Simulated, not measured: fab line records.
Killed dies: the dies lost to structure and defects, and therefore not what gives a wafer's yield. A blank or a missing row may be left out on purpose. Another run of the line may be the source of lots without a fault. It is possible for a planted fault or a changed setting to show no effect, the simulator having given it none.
Which tool did it?	flow n5 finfet	30 wafers from 10 lots sampled at 3 of the route's 1938 steps

## WHAT EACH GAUGE READ, for each wafer
N5_BEOL_M4_RC_MEAS_101.
lot	measured	on	DIBL_N (mV/V)
L245	day 10 12:04	prober-02	34.6 40.1 36.5
L246	day 11 05:18	prober-02	36.0 36.3 36.3
L256	day 13 12:31	prober-02	36.7 35.2 37.4
L257	day 14 11:16	prober-02	36.4 32.7 35.0
L258	day 14 04:21	prober-02	38.4 38.2 38.4
L261	day 14 14:53	prober-02	36.8 37.6 42.1
L262	day 15 15:47	prober-01	32.3 36.0 32.8
L263	day 15 12:39	prober-01	35.4 36.7 35.1
L264	day 15 15:13	prober-02	38.0 33.1 35.1
L267	day 16 15:21	prober-02	39.7 40.2 38.0

## WHICH TOOL RAN EACH LOT (tool, then ch and the chambers of the sampled wafers, then the start)
lot	N5_PMOS_HMC_CHANNEL_EPI_EPI_20	N5_BEOL_M4_ANNEAL_93
L245	epi rpcvd-03 ch 0, day 2 00:03	pvd sputter-02, day 10 10:35
L246	epi rpcvd-03 ch 0, day 2 06:17	pvd sputter-03, day 11 03:50
L256	epi rpcvd-04 ch 0, day 4 18:30	pvd sputter-03, day 13 10:45
L257	epi rpcvd-04 ch 0, day 5 00:22	pvd sputter-03, day 14 09:39
L258	epi rpcvd-03 ch 0, day 5 06:16	pvd sputter-02, day 14 02:11
L261	epi rpcvd-03 ch 0, day 5 23:56	pvd sputter-03, day 14 13:26
L262	epi rpcvd-03 ch 0, day 6 06:04	pvd sputter-01, day 15 13:37
L263	epi rpcvd-02 ch 0, day 6 12:18	pvd sputter-02, day 15 10:40
L264	epi rpcvd-03 ch 0, day 6 22:26	pvd sputter-03, day 15 13:26
L267	epi rpcvd-04 ch 0, day 7 12:05	pvd sputter-02, day 16 13:53
- N5_PMOS_HMC_CHANNEL_EPI_EPI_20: deposits SiGe30, target thk 59 nm.
- N5_BEOL_M4_ANNEAL_93: time 240 s.

## THE ANSWER, worked out from the rows above alone
Rule: usual is defined by the lots themselves. Put in order of their means at a reading, lots are off if they are a third of the lots or fewer, leave a main group of 4 or more, and stand apart from it by a gap of 3 or more times the standard deviation of the main group's means; of several such gaps the widest counts. If all means in a main group match to the digits the tables above print for the reading, that group is not used. Also off: a lot with no number at a reading for which 4 or more lots have one. All remaining lots with rows at the step are treated as sound.
Across all readings shown, no lot is off: no conclusion can be drawn from this.

## WHAT HAD BEEN PUT IN BY THE SIMULATOR
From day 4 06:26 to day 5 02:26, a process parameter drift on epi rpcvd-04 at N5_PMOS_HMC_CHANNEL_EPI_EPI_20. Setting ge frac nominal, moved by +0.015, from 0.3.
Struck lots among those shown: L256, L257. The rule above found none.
